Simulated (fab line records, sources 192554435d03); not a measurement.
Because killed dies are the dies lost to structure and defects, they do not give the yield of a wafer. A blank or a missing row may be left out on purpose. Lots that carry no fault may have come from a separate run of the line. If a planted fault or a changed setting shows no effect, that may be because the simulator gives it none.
8D (eight disciplines) problem report, filled in by code	flow n5Finfet	the parts of the form that need people (team, actions taken, sign-off) are left out

## 1. PROBLEM STATEMENT
M15_THK at N5_BEOL_M15_THK_MEAS_50 reads a mean of 600 nm on 3 wafers of 3 lots; wafers without a fault read 850 nm with a standard deviation of 21. Relative to the usual mean, that is a shift of -12 standard deviations.
The step: measures by xrf.
First observed at day 15 23:38: wafer L960.1, on filmMetro-01. The record holds 27 wafers of 10 lots with a number at this step. Rule for "out" (also "out of limits"): further than 4 standard deviations from the usual mean. All remaining wafers that have a number are taken as sound.

## 2. WHAT IT IS, AND WHAT IT ISN'T
question	is	is not
which readings at this step	M15_THK	-
which lots	L960, L961, L963	L944, L946, L950, L953, L954, L957, L958
which wafers of those lots	L960.1, L961.1, L963.1	L960.3, L961.4, L963.4
read on which gauges	filmMetro-01, filmMetro-02	-
when	from day 15 23:38	up to then (22 sound wafers); but 2 sound wafers of L961, L963 came after

## 3. SUSPECTS, AND WHAT RULES EACH OUT
Counting: any tool at a process step up to the reading remains a suspect provided it ran every lot that is out. Sound lots after the first of them don't rule it out here, since some wafers of a struck lot are sound.
- ruled out: the gauge at N5_BEOL_M15_THK_MEAS_50. Those wafers that are out were read across 2 gauges (filmMetro-01, filmMetro-02).
- rieDiel-04 at N5_BEOL_M15_TRENCH_ETCH_34 (etches SiO2 in C4F8/O2/Ar, target depth 872.93 nm, time 199 s): kept. Every lot that is out went through it, the first being L960 (day 15 21:08); the last sound lot it ran before that was L957 (day 14 23:03).
Left after counting: rieDiel-04 at N5_BEOL_M15_TRENCH_ETCH_34.

## 4. THE CAUSE (what the simulator had put in)
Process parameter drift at N5_BEOL_M15_TRENCH_ETCH_34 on rieDiel-04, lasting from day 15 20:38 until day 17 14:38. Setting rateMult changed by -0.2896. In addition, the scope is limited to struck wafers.
The count eliminated every tool but this one.

## 5. SEQUENCE OF EFFECTS, ordered by route
Each row: a reading where the mean over the struck wafers with a number is more than 3 standard deviations away from the usual. Only readings whose record carries a usual standard deviation are examined. hours: median over the lots of the time between each lot's start at the first step of this table that gives one and its start at this step. sigmas: the change, counted in usual standard deviations.
hours	step	reading	usual	on struck wafers	change	sigmas
0	N5_BEOL_M15_THK_MEAS_50	M15_THK	850 nm	600	-250	-12
0	N5_BEOL_M15_RS_MEAS_54	M15_RS	0.0217 ohm/sq	0.0309	+0.0092	+17

## 6. WHAT WOULD HAVE CAUGHT IT SOONER
The first out-of-limits reading at a measuring or inspecting step in this record came at day 15 23:38, 3 hours after the fault's start at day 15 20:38.
No tool reading at N5_BEOL_M15_TRENCH_ETCH_34 that has a usual standard deviation in the record was out on any struck wafer, so an alarm limit of 4 standard deviations on those readings would not have fired.
L963, L961, from the lots that are out (3), started N5_BEOL_M15_TRENCH_ETCH_34 on rieDiel-04 later than day 15 23:38. A hold on the tool at that time would have spared those 2.
